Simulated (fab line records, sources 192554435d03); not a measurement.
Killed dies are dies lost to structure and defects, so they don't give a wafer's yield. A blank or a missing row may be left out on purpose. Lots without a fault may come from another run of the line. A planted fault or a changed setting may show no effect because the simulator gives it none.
Chamber matching | flow n5_finfet | N5_BEOL_M5_DESCUM_16 on rie_diel-02: 4 sister chambers
The step chemistry O2, time 7 s. 4 wafers are shown with their chamber, then 7 later ones without.

WAFERS WITH THEIR CHAMBER
wafer  | chamber | showerhead_plenum_p_Torr (Torr)
L076.3 | 0       | 2.18
L076.6 | 3       | 2.14
L079.1 | 2       | 2.03
L079.4 | 1       | 2.05

WAFERS WITHOUT THEIR CHAMBER
wafer  | showerhead_plenum_p_Torr (Torr)
L079.6 | 2.18
L082.1 | 2.02
L082.4 | 2.14
L082.6 | 2.02
L083.1 | 2.02
L083.4 | 2.14
L083.5 | 2.02

WHICH CHAMBER EACH WENT THROUGH
wafer  | from the rows above | in truth
L079.6 | 0                   | 0
L082.1 | 2                   | 2
L082.4 | 3                   | 3
L082.6 | 2                   | 2
L083.1 | 2                   | 2
L083.4 | 3                   | 3
L083.5 | 2                   | 2
Placed correctly: 7 of 7. Can't be placed from these rows: 0. Placed wrongly: 0.
How it was worked out, from the rows above alone: a wafer's distance from a chamber is the root of the sum, over the readings, of the square of ((its reading less the chamber's mean) divided by the reading's scatter). The wafer belongs to the nearest chamber; if the next one is less than 2 further off, it can't be placed. A chamber's mean is the mean of its shown wafers. The scatter: with one shown wafer a chamber, the root of the mean of the squares of how far each hidden wafer lies from its nearest shown one.
